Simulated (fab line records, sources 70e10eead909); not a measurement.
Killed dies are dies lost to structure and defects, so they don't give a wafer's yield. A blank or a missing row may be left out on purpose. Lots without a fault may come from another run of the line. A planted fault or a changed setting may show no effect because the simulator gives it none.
A struck lot beside a sound one | flow nand_harc | 22 steps out of a route of 1302
Sound: wafers L259.4, L259.5, L259.6. Struck: wafers L269.1, L269.2, L269.5. The cause comes at the end.
At each step with rows: each side's tool, then ch and its chambers, then its first start. Under that, the readings that differ: sound wafers | struck wafers | difference of the means | sigmas: that difference in standard deviations of wafers without a fault.
alike: readings whose means differ by less than 2 such deviations, and words and numbers that are the same on both sides. not compared: withheld readings, readings that some wafer has no value for, bounds like >300 that may hide the same value, and numbers for which the record gives no deviation and whose values overlap.
The two part at a step that has a row with sigmas, a row that says differs or no value, or rows on one side only. Numbers that don't overlap but have no deviation are shown without sigmas and don't part them. A reading that every wafer of one side lacks parts them only if that side has two wafers or more.

NHARC_A_BLC_CVD_24: deposits W, target thk 150 nm, time 434 s.
  sound on cvd_w-01 ch 0,1; struck on cvd_w-01 ch 0,1
  alike: heater_power_w, throttle_valve_pct
NHARC_A_BLC_CMP_25: polishes, t overpolish 30 s, target thk 150 nm.
  sound on cmp-04 ch 2,3, day 24 11:02; struck on cmp-01 ch 0,2,3, day 29 16:09
  alike: motor_current_A, overpolish_run_s, retaining_ring_pressure_frac, time_to_endpoint_s
then, 1 step without rows for these wafers: NHARC_A_BLC_SRD_27.
NHARC_A_BLC_INSPECT_28:
  sound on defect_inspect-01, day 24 23:34; struck on defect_inspect-01, day 29 16:32
  alike: raw_defect_count
then, 7 steps without rows for these wafers: NHARC_A_M0_DEP_00 (deposits SiOC, target thk 150 nm); NHARC_A_M0_DEHYDRATE_01 (time 120 s); NHARC_A_M0_HMDS_02 (time 30 s); NHARC_A_M0_COAT_33 (time 65 s); NHARC_A_M0_COAT_03 (resist thk 90 nm); NHARC_A_M0_SOFTBAKE_04 (time 55 s); NHARC_A_M0_EBR_05.
NHARC_A_M0_EXPOSE_06: exposes mask A M0, target cd 80 nm.
  sound on arfi_scanner-02 ch 0, day 25 00:20; struck on arfi_scanner-01 ch 0, day 29 17:17
  reading              | sound          | struck         | difference | sigmas
  exposure_dose_mJ_cm2 | 83.2 83.3 83.3 | 86.7 86.5 86.5 | +3.3       | +9
  alike: mask, focus_offset_nm
then, 2 steps without rows for these wafers: NHARC_A_M0_PEB_07 (peb time 65 s); NHARC_A_M0_DEVELOP_08 (develop time 35 s).
NHARC_A_M0_CD_MEAS_09: target cd 80 nm.
  sound on cd_sem-03 ch 0, day 25 00:29; struck on cd_sem-03 ch 0, day 29 17:26
  alike: cd_nm
NHARC_A_M0_OVL_MEAS_10: pitch 160 nm.
  sound on overlay-02, day 25 00:34; struck on overlay-01, day 29 17:31
  alike: overlay_x_nm, overlay_y_nm
NHARC_A_M0_INSPECT_11:
  sound on defect_inspect-01, day 25 00:36; struck on defect_inspect-01, day 29 17:34
  alike: raw_defect_count
NHARC_A_M0_DESCUM_14: chemistry O2, time 3 s.
  sound on rie_diel-03 ch 2,3, day 25 00:40; struck on rie_diel-03 ch 1,3, day 29 17:37
  reading               | sound             | struck            | difference | sigmas
  model.A_M0.cd_nm (nm) | 81.26 79.93 81.01 | 81.41 81.77 81.83 | +0.94      |
  alike: drypump_motor_current_A, oes_product_au, rf_vpp_V, showerhead_plenum_p_Torr, throttle_valve_pct
  not compared: rf_hours_counter_h
NHARC_A_M0_ETCH_34: etches the open film in N2/H2, target depth 40 nm, overetch 12 nm, time 43.94 s.
  sound on rie_diel-03 ch 0,1, day 25 00:44; struck on rie_diel-03 ch 1,2,3, day 29 17:43
  alike: drypump_motor_current_A, oes_product_au, rf_vpp_V, showerhead_plenum_p_Torr, throttle_valve_pct
  not compared: rf_hours_counter_h
NHARC_A_M0_ETCH_15: etches the open film in C4F8/Ar, target depth 150 nm, overetch 15 nm, time 82.5 s.
  sound on rie_diel-03 ch 0,3; struck on rie_diel-03 ch 2,3
  reading               | sound             | struck            | difference | sigmas
  oes_product_au (a.u.) | 0.921 0.925 0.918 | 0.967 0.962 0.966 | +0.044     | +2
  model.A_M0.cd_nm (nm) | 81.23 80.04 80.73 | 81.26 81.91 82.14 | +1.10      |
  alike: rf_vpp_V
  not compared: rf_hours_counter_h
NHARC_A_M0_CD_MEAS_16:
  sound on cd_sem-01, day 25 00:58; struck on cd_sem-03, day 29 17:55
  alike: cd_nm
NHARC_END_SORT_01:
  the record has rows for the sound wafers here (prober-01 ch 0, day 26 16:20) and none for the struck ones

WHERE THEY PART
First at NHARC_A_M0_EXPOSE_06; last, within this record, at NHARC_END_SORT_01.

WHY: what the simulator had put in
Process parameter drift: arfi_scanner-01, from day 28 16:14 on, at NHARC_A_M0_EXPOSE_06. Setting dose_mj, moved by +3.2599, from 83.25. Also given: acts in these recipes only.
